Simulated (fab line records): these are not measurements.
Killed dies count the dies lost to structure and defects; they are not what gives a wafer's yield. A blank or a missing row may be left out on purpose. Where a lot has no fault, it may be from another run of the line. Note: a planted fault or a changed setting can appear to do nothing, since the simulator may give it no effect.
Split-lot trial || flow n5 finfet || 21 wafers read from 7 lots, route of 1938 steps

## ABOUT THE SPLIT
At N5_BEOL_M15_CMP_49 (polishes, stops on SiO2, t overpolish 4.9 s, target thk 850 nm), the setting down force psi was moved away from the recipe's 2 psi on 5 of the 21 wafers read, by -8.3% to +18.7%. All remaining wafers had this setting at the recipe value.

The split's own step is where the reading is taken.

## THE READING
barrier field endpoint s, in s, at N5_BEOL_M15_CMP_49 (polishes, stops on SiO2, t overpolish 4.9 s, target thk 850 nm). On this fab line, fault-free wafers typically give 11.37 s with a standard deviation of 0.22 s.

{"wafer": "L078.4", "tool, chamber at the split": "cmp-02, 2", "down force psi as run, psi": 2, "against the recipe": "recipe", "barrier field endpoint s, s": 11.09, "against lot-mates on the recipe": "-"}
{"wafer": "L078.6", "tool, chamber at the split": "cmp-02, 2", "down force psi as run, psi": 2, "against the recipe": "recipe", "barrier field endpoint s, s": 11.41, "against lot-mates on the recipe": "-"}
{"wafer": "L078.5", "tool, chamber at the split": "cmp-02, 3", "down force psi as run, psi": 2, "against the recipe": "recipe", "barrier field endpoint s, s": 11.24, "against lot-mates on the recipe": "-"}
{"wafer": "L082.1", "tool, chamber at the split": "cmp-01, 0", "down force psi as run, psi": 2, "against the recipe": "recipe", "barrier field endpoint s, s": 11.21, "against lot-mates on the recipe": "-"}
{"wafer": "L082.4", "tool, chamber at the split": "cmp-01, 1", "down force psi as run, psi": 2, "against the recipe": "recipe", "barrier field endpoint s, s": 11.35, "against lot-mates on the recipe": "-"}
{"wafer": "L082.3", "tool, chamber at the split": "cmp-01, 2", "down force psi as run, psi": 2, "against the recipe": "recipe", "barrier field endpoint s, s": 11.49, "against lot-mates on the recipe": "-"}
{"wafer": "L083.4", "tool, chamber at the split": "cmp-02, 0", "down force psi as run, psi": 2.245, "against the recipe": "+12.3%", "barrier field endpoint s, s": 10.16, "against lot-mates on the recipe": -1.28}
{"wafer": "L083.1", "tool, chamber at the split": "cmp-02, 1", "down force psi as run, psi": 2, "against the recipe": "recipe", "barrier field endpoint s, s": 11.44, "against lot-mates on the recipe": "-"}
{"wafer": "L083.5", "tool, chamber at the split": "cmp-02, 0", "down force psi as run, psi": 2.245, "against the recipe": "+12.3%", "barrier field endpoint s, s": 9.96, "against lot-mates on the recipe": -1.48}
{"wafer": "L086.2", "tool, chamber at the split": "cmp-03, 1", "down force psi as run, psi": 2, "against the recipe": "recipe", "barrier field endpoint s, s": 11.50, "against lot-mates on the recipe": "-"}
{"wafer": "L086.5", "tool, chamber at the split": "cmp-03, 1", "down force psi as run, psi": 2, "against the recipe": "recipe", "barrier field endpoint s, s": 11.25, "against lot-mates on the recipe": "-"}
{"wafer": "L086.6", "tool, chamber at the split": "cmp-03, 2", "down force psi as run, psi": 2, "against the recipe": "recipe", "barrier field endpoint s, s": 11.17, "against lot-mates on the recipe": "-"}
{"wafer": "L091.4", "tool, chamber at the split": "cmp-03, 1", "down force psi as run, psi": 1.835, "against the recipe": "-8.3%", "barrier field endpoint s, s": 11.79, "against lot-mates on the recipe": "+0.47"}
{"wafer": "L091.6", "tool, chamber at the split": "cmp-03, 2", "down force psi as run, psi": 2, "against the recipe": "recipe", "barrier field endpoint s, s": 11.28, "against lot-mates on the recipe": "-"}
{"wafer": "L091.5", "tool, chamber at the split": "cmp-03, 3", "down force psi as run, psi": 2, "against the recipe": "recipe", "barrier field endpoint s, s": 11.36, "against lot-mates on the recipe": "-"}
{"wafer": "L095.3", "tool, chamber at the split": "cmp-01, 0", "down force psi as run, psi": 1.86, "against the recipe": "-7.0%", "barrier field endpoint s, s": 12.20, "against lot-mates on the recipe": "+1.22"}
{"wafer": "L095.2", "tool, chamber at the split": "cmp-01, 1", "down force psi as run, psi": 2, "against the recipe": "recipe", "barrier field endpoint s, s": 10.90, "against lot-mates on the recipe": "-"}
{"wafer": "L095.6", "tool, chamber at the split": "cmp-01, 1", "down force psi as run, psi": 2, "against the recipe": "recipe", "barrier field endpoint s, s": 11.06, "against lot-mates on the recipe": "-"}
{"wafer": "L097.2", "tool, chamber at the split": "cmp-01, 3", "down force psi as run, psi": 2, "against the recipe": "recipe", "barrier field endpoint s, s": 11.54, "against lot-mates on the recipe": "-"}
{"wafer": "L097.1", "tool, chamber at the split": "cmp-01, 1", "down force psi as run, psi": 2.373, "against the recipe": "+18.7%", "barrier field endpoint s, s": 9.53, "against lot-mates on the recipe": -2.03}
{"wafer": "L097.6", "tool, chamber at the split": "cmp-01, 0", "down force psi as run, psi": 2, "against the recipe": "recipe", "barrier field endpoint s, s": 11.58, "against lot-mates on the recipe": "-"}

FIT RESULTS
A straight line over all 21 wafers: barrier field endpoint s changes by -0.0962 s for each +1% of down force psi; r = -0.95; the points scatter about the line by 0.19 s.
The same after taking each lot's own level away (the mean of its wafers on the recipe; 21 wafers): -0.11 s for each +1%; r = -0.97; scatter 0.18 s.
Per that fit: largest down force psi move, reading shift of 2 s.
The lots' own levels span 10.980 to 11.560 s, that is 2.6 times the standard deviation above.
Hence the slope depends on the lot-to-lot level, as the two fits are not the same.
Check: with one of the wafers moved furthest among these (+18.7%) left out of the fit, the line predicts -2.07 s for it against its lot-mates. It came out at -2.03 s against them.
Tool readings at the split's step, against how far the setting was moved: barrier field endpoint s r = -0.95.

## OTHER SPLITS APPLIED TO THESE WAFERS
Note: prior to the reading, these wafers also went through further splits. Each is held against what the fit with the lots' levels taken away leaves over:
{"other split on the same wafers": "N5_BEOL_M7_ALD_77 ald cycles", "wafers away from the commonest value": 10, "r with barrier field endpoint s (lot level and that fit taken away)": "+0.02"}
{"other split on the same wafers": "N5_BEOL_M13_CMP_49 down force psi", "wafers away from the commonest value": 7, "r with barrier field endpoint s (lot level and that fit taken away)": -0.15}
{"other split on the same wafers": "N5_BEOL_M14_ILD_DEP_00 time s", "wafers away from the commonest value": 6, "r with barrier field endpoint s (lot level and that fit taken away)": "+0.20"}
{"other split on the same wafers": "N5_BEOL_M14_COAT_65 spin rpm", "wafers away from the commonest value": 3, "r with barrier field endpoint s (lot level and that fit taken away)": "+0.21"}

## FILE'S OWN FIT
barrier field endpoint s changes by -0.109 s for each +1% of down force psi, r = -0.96.
